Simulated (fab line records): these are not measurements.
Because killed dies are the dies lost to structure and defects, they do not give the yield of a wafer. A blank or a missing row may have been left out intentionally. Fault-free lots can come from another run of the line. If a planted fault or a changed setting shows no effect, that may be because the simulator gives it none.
Split-lot study    flow n5-finfet    21 wafers read across 7 lots, on a route 1938 steps long

ON THE SPLIT
At N5_BEOL_M13_SPUTTER_43 (material TaN, target thk 15 nm, time 24.19 s), the setting time-s was moved away from the recipe's 24.19 s on 7 of the 21 wafers read, by -12.6% to +13.1%. This setting was run at the recipe's value on the other wafers.

FROM THE SPLIT TO THE READING: what the file shows between them, 4 steps
- N5_BEOL_M13_SPUTTER_44: material Ta, target thk 10 nm, time 16.13 s
- N5_BEOL_M13_SPUTTER_45: material Cu, target thk 80 nm, time 13.33 s
- N5_BEOL_M13_ECD_47: material Cu, target thk 936 nm
- N5_BEOL_M13_ANNEAL_48: time 90 s

THE READING
barrier-field-endpoint-s, in s, at N5_BEOL_M13_CMP_49 (polishes, stops on SiOC, t overpolish 17.1 s, target thk 420 nm). Fault-free wafers of this fab line usually give 30.0 s, standard deviation 0.68 s.

wafer   tool, chamber at the split  time-s as run, s  against the recipe  barrier-field-endpoint-s, s  against lot-mates on the recipe
L077.2  pvd-sputter-02, -           21.9              -9.5%               29.3                         -1.2
L077.4  pvd-sputter-02, -           24.19             recipe              31.1                         -
L077.3  pvd-sputter-02, -           24.19             recipe              29.8                         -
L084.2  pvd-sputter-02, -           21.66             -10.5%              27.2                         -1.8
L084.4  pvd-sputter-02, -           24.19             recipe              29.0                         -
L084.1  pvd-sputter-02, -           24.19             recipe              29.0                         -
L080.4  pvd-sputter-03, -           24.19             recipe              30.0                         -
L080.2  pvd-sputter-03, -           27.37             +13.1%              32.7                         +2.7
L080.5  pvd-sputter-03, -           27.37             +13.1%              32.4                         +2.4
L087.2  pvd-sputter-03, -           24.19             recipe              30.2                         -
L087.3  pvd-sputter-03, -           21.62             -10.6%              27.9                         -2.1
L087.5  pvd-sputter-03, -           24.19             recipe              29.8                         -
L085.2  pvd-sputter-01, -           21.13             -12.6%              27.9                         -1.9
L085.4  pvd-sputter-01, -           21.13             -12.6%              27.9                         -1.9
L085.5  pvd-sputter-01, -           24.19             recipe              29.8                         -
L091.4  pvd-sputter-02, -           24.19             recipe              30.0                         -
L091.1  pvd-sputter-02, -           24.19             recipe              29.6                         -
L091.6  pvd-sputter-02, -           24.19             recipe              29.2                         -
L090.2  pvd-sputter-03, -           24.19             recipe              30.1                         -
L090.3  pvd-sputter-03, -           24.19             recipe              29.5                         -
L090.5  pvd-sputter-03, -           24.19             recipe              28.9                         -

THE FIT
A straight line over all 21 wafers: barrier-field-endpoint-s changes by +0.178 s for each +1% of time-s; r = +0.90; the points scatter about the line by 0.61 s.
The same after taking each lot's own level away (the mean of its wafers on the recipe; 21 wafers): +0.173 s for each +1%; r = +0.96; scatter 0.37 s.
Per that fit: largest time-s move, reading shift of 2.3 s.
The lots' own levels span 29.00 to 30.45 s, that is 2.1 times the standard deviation above.
The two slopes agree, so the slope changes little with the lot-to-lot level.
Check: +2.2 s against its lot-mates is what the line predicts for one of the wafers moved furthest among these (+13.1%) when that wafer is left out of the fit. It came out at +2.7 s against them.

FURTHER SPLITS ON THESE WAFERS
Other splits were also applied to these wafers ahead of the reading. Each is held against what the fit with the lots' levels taken away leaves over:
other split on the same wafers       wafers away from the commonest value  r with barrier-field-endpoint-s (lot level and that fit taken away)
N5_BEOL_M8_COAT_60 spin-rpm          7                                     -0.34
N5_BEOL_M8_TRENCH_ETCH_37 bias-w     9                                     +0.21
N5_BEOL_M10_ILD_DEP_00 time-s        11                                    -0.02
N5_BEOL_M11_ILD_DEP_00 time-s        8                                     +0.32
N5_BEOL_M11_HM_DEP_02 target-thk-a   8                                     +0.08
N5_BEOL_M11_TRENCH_ETCH_37 source-w  9                                     -0.11
N5_BEOL_M12_DEP_53 time-s            7                                     +0.06

THE WHOLE CHAIN: every reading that the file lists as answering this split, in the file's order
step                    what it does                                                     reading                                                                             change (the file's fit)                r (the file's)
N5_BEOL_M13_SPUTTER_43  material TaN, target thk 15 nm, time 24.19 s                     TaN_of_BEOL_M13_SPUTTER_43.thk-nm (the simulator's own value, which no gauge read)  +0.165 nm for each +1% of the setting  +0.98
N5_BEOL_M13_CMP_49      polishes, stops on SiOC, t overpolish 17.1 s, target thk 420 nm  barrier-field-endpoint-s                                                            +0.17 s for each +1% of the setting    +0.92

THE FILE'S OWN FIT
barrier-field-endpoint-s changes by +0.17 s for each +1% of time-s, r = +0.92.
